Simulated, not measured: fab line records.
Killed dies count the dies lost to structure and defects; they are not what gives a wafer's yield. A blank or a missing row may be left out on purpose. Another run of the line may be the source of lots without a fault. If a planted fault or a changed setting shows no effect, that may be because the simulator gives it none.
Chamber matching ; flow n5 finfet ; N5_BEOL_M3_CMP_52 on cmp-04: 4 sister chambers
The step polishes, stops on SiOC, t overpolish 6.8 s, target thk 40 nm. 4 wafers are shown with their chamber, then 7 later ones without.

## WAFERS, EACH WITH ITS CHAMBER
wafer;chamber;motor current A (A)
L583.5;3;5.7
L596.1;1;4.6
L596.2;2;5.8
L596.4;0;5.7

## WAFERS MISSING THEIR CHAMBER
wafer;motor current A (A)
L595.1;5.8
L595.3;5.7
L597.3;4.7
L597.5;5.8
L599.1;5.9
L599.2;4.8
L599.4;5.7

## CHAMBER TAKEN BY EACH
wafer;from the rows above;in truth
L595.1;can't be placed: 2 or 0 or 3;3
L595.3;can't be placed: 0 or 3 or 2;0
L597.3;1;1
L597.5;can't be placed: 2 or 0 or 3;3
L599.1;can't be placed: 2 or 0 or 3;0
L599.2;1;1
L599.4;can't be placed: 0 or 3 or 2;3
Placed correctly: 2 of 7. These rows do not allow placing 5 (true chamber among the candidates in 5). 0 placed wrongly.
How it was worked out, from the rows above alone: a wafer's distance from a chamber is the root of the sum, over the readings, of the square of ((its reading less the chamber's mean) divided by the reading's scatter). The wafer belongs to the nearest chamber; if the next one is less than 2 further off, it can't be placed. A chamber's mean is the mean of its shown wafers. The scatter: root of mean squared gap, hidden wafer to nearest shown wafer, with one shown wafer a chamber.
